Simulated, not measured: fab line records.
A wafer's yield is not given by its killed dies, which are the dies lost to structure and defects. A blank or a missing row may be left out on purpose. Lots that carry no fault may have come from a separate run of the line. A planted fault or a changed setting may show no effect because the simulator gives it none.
8D (eight disciplines) problem report, filled in by code    flow nandHarc    the parts of the form that need people (team, actions taken, sign-off) are left out

1. THE PROBLEM
Mean VT_DECK2_MIDDLE at NHARC_END_WLT_00: 0.961 over 5 wafers in 2 lots; fault-free wafers: 0.887, standard deviation 0.0061. That is +12 standard deviations from the usual mean.
The first sign was on wafer L496.1 at day 27 15:45, on prober-02. At this step, 29 wafers from 10 lots have a number in the record. The rule behind "out" and "out of limits": a value lying over 4 standard deviations away from the usual mean. The other wafers with a number count as sound.

2. WHAT IT IS, WHAT IT ISN'T
question                     is                                                                                                                                                                                is not
which readings at this step  VT_DECK2_MIDDLE, VT_DECK2_BOTTOM, VT_DECK2_BOTTOM_INNER, VT_DECK2_MEDIAN_NEAR_BOTTOM, VT_DECK2_MEDIAN_NEAR_BOTTOM_INNER, VT_DECK2_MIDDLE_INNER, VT_DECK2_TOP, VT_DECK2_TOP_INNER  VT_DECK1_BOTTOM, VT_DECK1_MEDIAN_NEAR_BOTTOM, VT_DECK1_MEDIAN_NEAR_BOTTOM_INNER, VT_DECK1_MIDDLE_INNER, VT_DECK1_TOP, VT_DECK1_TOP_INNER
which lots                   L496, L497                                                                                                                                                                        L488, L489, L490, L492, L493, L495, L506, L510
which wafers of those lots   all that have a number                                                                                                                                                            -
read on which gauges         prober-01, prober-02                                                                                                                                                              -
when                         from day 27 15:45                                                                                                                                                                 up to then (18 sound wafers); but 6 sound wafers of L506, L510 came after

3. WHAT RULES OUT EACH SUSPECT
Counting: a tool at a process step up to the reading stays a suspect if it ran every lot that is out and no sound lot after the first of them.
- ruled out: the gauge at NHARC_END_WLT_00. 2 gauges (prober-01, prober-02) read the wafers that are out.
- lpcvdPoly-02 at NHARC_A_CHANNEL_FILL_D2_CVD_18 (deposits poly-Si, target thk 3 nm): ruled out as a lasting fault. The sound lots L506, L510 went through it after L496, its earliest lot that is out (day 18 01:39).
- pvdSputter-01 at NHARC_THIN_TSV_PRE_CLEAN_50 (time 30 s): kept. It ran every lot that is out, first L497 (day 27 08:04), and no sound lot after that; its last sound lot up to then is L495 (day 26 16:00). With no start given for some of its lots, NHARC_THIN_TSV_PRE_CLEAN_50 uses the hours and lot order of NHARC_THIN_TSV_ANNEAL_52.
Left after counting: pvdSputter-01 at NHARC_THIN_TSV_PRE_CLEAN_50.

4. THE CAUSE (what the simulator had put in)
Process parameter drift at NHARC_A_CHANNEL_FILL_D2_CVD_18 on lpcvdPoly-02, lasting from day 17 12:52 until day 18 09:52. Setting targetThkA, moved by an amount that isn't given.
Counting ruled it out, wrongly: the rule takes a fault to strike every lot that its tool runs from its start on, and this one did not.

5. SEQUENCE OF EFFECTS, ordered by route
Each row: a reading where the mean over the struck wafers with a number is more than 3 standard deviations away from the usual. Only readings whose record carries a usual standard deviation are examined. hours: median over the lots of the time between each lot's start at the first step of this table that gives one and its start at this step. sigmas: the change, counted in usual standard deviations.
hours  step               reading                            usual  on struck wafers  change  sigmas
0      NHARC_END_WLT_00   VT_DECK2_BOTTOM                    0.873  0.940             +0.067  +9.5
0      NHARC_END_WLT_00   VT_DECK2_BOTTOM_INNER              0.872  0.936             +0.064  +9.0
0      NHARC_END_WLT_00   VT_DECK2_MEDIAN_NEAR_BOTTOM        0.873  0.943             +0.070  +10
0      NHARC_END_WLT_00   VT_DECK2_MEDIAN_NEAR_BOTTOM_INNER  0.874  0.945             +0.071  +9.8
0      NHARC_END_WLT_00   VT_DECK2_MIDDLE                    0.887  0.961             +0.074  +12
0      NHARC_END_WLT_00   VT_DECK2_MIDDLE_INNER              0.886  0.956             +0.070  +11
0      NHARC_END_WLT_00   VT_DECK2_TOP                       0.899  0.977             +0.078  +12
0      NHARC_END_WLT_00   VT_DECK2_TOP_INNER                 0.899  0.976             +0.077  +12
3      NHARC_END_SORT_01  killedAtArray                      61     380               +319    +12
3      NHARC_END_SORT_01  killedDies                         66     384               +318    +12

6. WHAT WOULD HAVE CAUGHT IT SOONER
In this record the first reading out of limits at a measuring or inspecting step was taken at day 27 15:45, 243 hours after the fault began at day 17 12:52.
